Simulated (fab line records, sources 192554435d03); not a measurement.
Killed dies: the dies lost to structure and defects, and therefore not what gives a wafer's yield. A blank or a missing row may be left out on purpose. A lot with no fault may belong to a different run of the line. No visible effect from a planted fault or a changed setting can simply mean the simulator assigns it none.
Chamber matching	flow n5_finfet	pecvd-01 running N5_BEOL_M5_PECVD_70: 3 sister chambers
The step deposits SiO2 from TEOS/O2, target thk 16 nm, time 18 s. 14 wafers are shown with their chamber, then 7 later ones without.

WAFERS PAIRED WITH THEIR CHAMBERS
wafer	chamber	throttle_valve_pct (%)	heater_power_w (W)	showerhead_plenum_p_Torr (Torr)
L074.3	1	23.3	831	8.81
L074.5	2	21.0	704	8.80
L074.6	1	23.2	851	8.83
L079.1	2	21.2	560	8.81
L079.4	0	21.4	938	8.76
L079.6	2	21.0	581	8.79
L080.1	2	20.8	637	8.81
L080.2	0	21.7	820	8.79
L080.3	1	23.3	775	8.82
L085.4	1	23.2	785	8.84
L085.5	2	21.2	597	8.83
L085.6	0	21.5	960	8.77
L087.1	1	23.1	711	8.84
L087.2	2	21.2	702	8.81

SIGNATURES (means of the wafers above)
reading	chamber 0	chamber 1	chamber 2	scatter within a chamber
throttle_valve_pct	21.533	23.220	21.067	0.138
heater_power_w	906.00	790.60	630.17	62
showerhead_plenum_p_Torr	8.7733	8.8280	8.8083	0.0136
Rule: a wafer's distance from a chamber is the root of the sum, over the readings, of the square of ((its reading less the chamber's mean) divided by the reading's scatter). If the next closest chamber is less than 2 further off than the closest, the wafer can't be placed; otherwise it belongs to the closest. The scatter: take each reading less its chamber's mean, square it, sum over the shown wafers, divide by the number of wafers less the number of chambers, and take the root.

WAFERS WITH NO CHAMBER GIVEN
wafer	throttle_valve_pct (%)	heater_power_w (W)	showerhead_plenum_p_Torr (Torr)
L087.3	21.3	996	8.77
L093.1	23.1	690	8.86
L093.4	23.2	686	8.83
L093.6	21.2	676	8.84
L095.3	23.2	866	8.82
L095.5	23.1	868	8.82
L095.6	21.4	653	8.81

EACH ONE'S CHAMBER
wafer	from the rows above	in truth
L087.3	0	0
L093.1	1	1
L093.4	1	1
L093.6	2	2
L095.3	1	1
L095.5	1	1
L095.6	2	2
Placed correctly: 7 of 7. From these rows, 0 cannot be placed. Number placed wrongly: 0.
